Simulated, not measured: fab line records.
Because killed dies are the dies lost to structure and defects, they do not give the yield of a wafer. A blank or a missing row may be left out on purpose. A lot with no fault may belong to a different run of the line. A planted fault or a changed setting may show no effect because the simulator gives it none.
Comparing a struck lot with a sound one | flow n5-finfet | 15 steps out of a route of 1938
Sound: these wafers, L833.1, L833.2, L833.5. Struck: wafer L839.3. (L839.1, L839.6 of the same lot were not struck and are left out.) The cause comes at the end.
Order at every step that has rows: each side's tool, ch and its chambers, its first start. Under that, the readings that differ: sound wafers | struck wafers | difference of the means | sigmas: that difference in standard deviations of wafers without a fault.
alike: readings whose means differ by less than 2 such deviations, and words and numbers that are the same on both sides. not compared: withheld readings, readings that some wafer has no value for, bounds like >300 that may hide the same value, and numbers for which the record gives no deviation and whose values overlap.
A row with sigmas, a row that says differs or no value, or rows on one side alone: a step with any of these is where the two part. Non-overlapping numbers with no deviation appear without sigmas and do not part them. Lack of a reading on every wafer of one side parts them only where that side has two or more wafers.

N5_BEOL_M0_ANNEAL_135: time 60 s.
  sound on pvd-sputter-01, day 7 06:38; struck on pvd-sputter-03, day 9 12:02
  reading              | sound             | struck | difference | sigmas
  susceptor_temp_C_max | 401.3 401.0 401.2 | 400.2  | -1.0       | -2
  alike: heater-power-w
N5_BEOL_M0_SPUTTER_141: material Cu, target thk 4 nm, time 7.37 s.
  sound on pvd-sputter-01, day 7 06:40; struck on pvd-sputter-03, day 9 12:04
  alike: substrate-temp-c, throttle-valve-pct
then, 1 step without rows for these wafers: N5_BEOL_M0_ECD_118 (material Cu, target thk 300 nm).
N5_BEOL_M0_ANNEAL_119: time 90 s.
  sound on rtp-anneal-01 ch 0, day 7 06:52; struck on rtp-anneal-02 ch 0, day 9 12:16
  alike: wafer_temp_C_max
then, 1 step without rows for these wafers: N5_BEOL_M0_CMP_120 (polishes, stops on SiOC, t overpolish 6.9 s).
N5_BEOL_M0_PRE_CLEAN_131: time 15 s.
  sound on cvd-co-01 ch 0,1,2, day 7 07:29; struck on cvd-co-02 ch 1, day 9 12:53
  alike: heater-power-w
  not compared: since-wet-clean-h
N5_BEOL_M0_CO_CAP_123: material Co, precursor CCTBA/H2, target thk 2 nm, time 102.1 s.
  sound on cvd-co-01 ch 0,1,2, day 7 07:32; struck on cvd-co-02 ch 1, day 9 12:56
  alike: heater-power-w
  not compared: since-wet-clean-h
then, 2 steps without rows for these wafers: N5_BEOL_M0_PRE_CLEAN_124 (time 15 s); N5_BEOL_M0_DEP_125 (deposits SiCN from 3MS/NH3, target thk 8 nm, time 14 s).
N5_BEOL_M0_RS_MEAS_126: the measuring method here is four-point-probe.
  sound on film-metro-02, day 7 07:43; struck on film-metro-01, day 9 13:07
  alike: M0_RS
N5_BEOL_M0_INSPECT_127: inspects for defects (darkfield).
  sound on defect-inspect-02, day 7 07:44; struck on defect-inspect-02, day 9 13:08
  alike: raw-defect-count
N5_BEOL_M1_ILD_DEP_00: deposits SiOC from DEMS/O2, target thk 79 nm, time 15.3 s.
  sound on pecvd-04 ch 0,1, day 7 07:47; struck on pecvd-03 ch 0, day 9 13:11
  reading                         | sound                | struck | difference | sigmas
  showerhead-plenum-p-Torr (Torr) | 5.683 5.684 5.666    | 5.729  | +0.051     | +2
  susceptor-temp-C (C)            | 349.96 350.25 349.86 | 347.72 | -2.30      | -12
  alike: heater-power-w, throttle-valve-pct
  not compared: since-wet-clean-h
N5_BEOL_M1_THK_MEAS_01:
  sound on film-metro-01, day 7 07:51; struck on film-metro-01, day 9 13:14
  alike: M1_ILD_THK
N5_BEOL_M4_RC_MEAS_101:
  sound on prober-01 ch 0, day 9 11:46; struck on prober-02 ch 0, day 11 02:05
  reading       | sound          | struck | difference | sigmas
  SS_N (mV/dec) | 71.6 72.5 72.1 | 70.9   | -1.2       | -2
  alike: DIBL_N, DIBL_P, IOFF_N, IOFF_P, ION_N, ION_P, SS_P, VT_N, VT_P
-- here the record skips 4 days between the struck wafers' starts before and after, leaving off in module BEOL_M4 and picking up in module PASSIVATION (first step shown: number 1936 of the route) --
N5_PASSIVATION_PROBE_49:
  sound on prober-01, day 13 09:23; struck on prober-02, day 15 07:55
  reading         | sound  | struck | difference | sigmas
  killed-at-other | 4 11 6 | 0      | -7         | -2
  alike: defect-limited-yield, killed_at_M0_to_M3, killed_at_M4_up, killed-at-contacts, killed-at-front-end, killed-dies, killed-open, killed-short, sort_bin_4_leakage, sort_bin_5_function, sort_bin_6_memory, sort_bin_8_speed, sort-n-pass, sort-yield-pct

WHERE THEY PART
Earliest at N5_BEOL_M0_ANNEAL_135; latest, in this record, at N5_PASSIVATION_PROBE_49.

WHY: whatever the simulator had introduced
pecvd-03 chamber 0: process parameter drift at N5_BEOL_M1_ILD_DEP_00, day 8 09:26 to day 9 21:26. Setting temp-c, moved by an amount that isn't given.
